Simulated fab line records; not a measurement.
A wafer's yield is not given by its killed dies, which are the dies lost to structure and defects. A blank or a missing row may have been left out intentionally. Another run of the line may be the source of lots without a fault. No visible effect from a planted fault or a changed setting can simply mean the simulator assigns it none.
Which tool is to blame? / flow n5 finfet / 11 lots, 32 wafers sampled, at 5 steps of a route of 1938

## WHAT THE GAUGES READ, wafer by wafer
N5_BEOL_M4_RC_MEAS_101.
lot=L361; measured=day 8 12:22; on=prober-01; IOFF_P (nA/um)=0.20 0.24 0.19
lot=L362; measured=day 8 21:15; on=prober-02; IOFF_P (nA/um)=0.19 0.17 0.18
lot=L363; measured=day 8 21:51; on=prober-01; IOFF_P (nA/um)=0.27 0.23 0.20
lot=L364; measured=day 9 14:58; on=prober-02; IOFF_P (nA/um)=0.18 0.24 0.24
lot=L365; measured=day 9 23:35; on=prober-01; IOFF_P (nA/um)=0.24 0.25 0.24
lot=L368; measured=day 10 07:52; on=prober-02; IOFF_P (nA/um)=0.20 0.19 0.26
lot=L378; measured=day 13 13:41; on=prober-02; IOFF_P (nA/um)=0.20 1.65 0.22
lot=L381; measured=day 13 18:57; on=prober-02; IOFF_P (nA/um)=0.25 0.17 0.28
lot=L382; measured=day 13 21:25; on=prober-01; IOFF_P (nA/um)=0.25 0.34 0.18
lot=L383; measured=day 13 20:39; on=prober-01; IOFF_P (nA/um)=0.31 0.19 0.25
lot=L384; measured=day 14 06:51; on=prober-02; IOFF_P (nA/um)=0.21 0.16

## TOOL THAT RAN EACH LOT (tool first, then ch and the chambers of the sampled wafers, then the start)
lot=L361; N5_SD_EPI_P_VAPOR_ETCH_44=epi rpcvd-02 ch 0, day 3 05:41; N5_BEOL_M4_DEGAS_44=pvd sputter-03, day 8 08:10; N5_BEOL_M4_SPUTTER_90=pvd sputter-02, day 8 10:17; N5_BEOL_M4_SPUTTER_92=pvd sputter-02, day 8 10:31
lot=L362; N5_SD_EPI_P_VAPOR_ETCH_44=epi rpcvd-04 ch 0, day 3 14:59; N5_BEOL_M4_DEGAS_44=pvd sputter-03, day 8 17:08; N5_BEOL_M4_SPUTTER_90=pvd sputter-02, day 8 18:53; N5_BEOL_M4_SPUTTER_92=pvd sputter-02, day 8 19:07
lot=L363; N5_SD_EPI_P_VAPOR_ETCH_44=epi rpcvd-03 ch 0, day 3 22:58; N5_BEOL_M4_DEGAS_44=pvd sputter-03, day 8 17:25; N5_BEOL_M4_SPUTTER_90=pvd sputter-01, day 8 19:21; N5_BEOL_M4_SPUTTER_92=pvd sputter-01, day 8 19:34
lot=L364; N5_SD_EPI_P_VAPOR_ETCH_44=epi rpcvd-02 ch 0, day 4 00:40; N5_BEOL_M4_DEGAS_44=pvd sputter-01, day 9 11:14; N5_BEOL_M4_SPUTTER_90=pvd sputter-01, day 9 12:53; N5_BEOL_M4_SPUTTER_92=pvd sputter-01, day 9 13:06
lot=L365; N5_SD_EPI_P_VAPOR_ETCH_44=epi rpcvd-03 ch 0, day 4 10:49; N5_BEOL_M4_DEGAS_44=pvd sputter-02, day 9 19:55; N5_BEOL_M4_SPUTTER_90=pvd sputter-02, day 9 21:41; N5_BEOL_M4_SPUTTER_92=pvd sputter-02, day 9 21:54
lot=L368; N5_SD_EPI_P_VAPOR_ETCH_44=epi rpcvd-02 ch 0, day 5 06:11; N5_BEOL_M4_DEGAS_44=pvd sputter-03, day 10 02:41; N5_BEOL_M4_SPUTTER_90=pvd sputter-03, day 10 05:49; N5_BEOL_M4_SPUTTER_92=pvd sputter-03, day 10 06:02
lot=L378; N5_SD_EPI_P_VAPOR_ETCH_44=epi rpcvd-03 ch 0, day 7 13:54; N5_BEOL_M4_DEGAS_44=pvd sputter-01, day 13 08:47; N5_BEOL_M4_SPUTTER_90=pvd sputter-01, day 13 11:20; N5_BEOL_M4_SPUTTER_92=pvd sputter-01, day 13 11:33
lot=L381; N5_SD_EPI_P_VAPOR_ETCH_44=epi rpcvd-04 ch 0, day 8 06:58; N5_BEOL_M4_DEGAS_44=pvd sputter-01, day 13 15:05; N5_BEOL_M4_SPUTTER_90=pvd sputter-01, day 13 16:52; N5_BEOL_M4_SPUTTER_92=pvd sputter-01, day 13 17:05
lot=L382; N5_SD_EPI_P_VAPOR_ETCH_44=epi rpcvd-04 ch 0, day 8 14:24; N5_BEOL_M4_DEGAS_44=pvd sputter-03, day 13 16:55; N5_BEOL_M4_SPUTTER_90=pvd sputter-01, day 13 18:58; N5_BEOL_M4_SPUTTER_92=pvd sputter-01, day 13 19:11
lot=L383; N5_SD_EPI_P_VAPOR_ETCH_44=epi rpcvd-02 ch 0, day 8 20:12; N5_BEOL_M4_DEGAS_44=pvd sputter-03, day 13 16:32; N5_BEOL_M4_SPUTTER_90=pvd sputter-02, day 13 18:25; N5_BEOL_M4_SPUTTER_92=pvd sputter-02, day 13 18:39
lot=L384; N5_SD_EPI_P_VAPOR_ETCH_44=epi rpcvd-04 ch 0, day 9 04:07; N5_BEOL_M4_DEGAS_44=pvd sputter-03, day 14 02:54; N5_BEOL_M4_SPUTTER_90=pvd sputter-03, day 14 04:56; N5_BEOL_M4_SPUTTER_92=pvd sputter-03, day 14 05:10
- N5_SD_EPI_P_VAPOR_ETCH_44: etches SiGe30 in NF3/Ar, time 3.3 s.
- N5_BEOL_M4_DEGAS_44: time 60 s.
- N5_BEOL_M4_SPUTTER_90: material Cu, target thk 4.5 nm, time 8.29 s.
- N5_BEOL_M4_SPUTTER_92: material Cu, target thk 4.5 nm, time 8.29 s.

## THE ANSWER, worked out from the rows above alone
Rule: usual is defined by the lots themselves. Put in order of their means at a reading, lots are off if they are a third of the lots or fewer, leave a main group of 4 or more, and stand apart from it by a gap of 3 or more times the standard deviation of the main group's means; of several such gaps the widest counts. Not used: any main group whose means are identical at the precision the tables above print for the reading. Also off: a lot with no number at a reading for which 4 or more lots have one. Any other lot the step has rows for is counted as sound.
Off: at N5_BEOL_M4_RC_MEAS_101 (IOFF_P), L378. Main group: mean 0.22 nA/um, sd 0.024.
If a tool, at a process step before that reading, ran all the lots that are off and no sound lot after the first of them, it fits. Gauges at N5_BEOL_M4_RC_MEAS_101: tried the same way as those tools. One fits: epi rpcvd-03 at N5_SD_EPI_P_VAPOR_ETCH_44. Its last sound lot is L365 (day 4 10:49), its first lot that is off L378 (day 7 13:54): a fault that began between those two fits.

## WHAT WAS PUT IN BY THE SIMULATOR
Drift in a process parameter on epi rpcvd-03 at N5_SD_EPI_P_VAPOR_ETCH_44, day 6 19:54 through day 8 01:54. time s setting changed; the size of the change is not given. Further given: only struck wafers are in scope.
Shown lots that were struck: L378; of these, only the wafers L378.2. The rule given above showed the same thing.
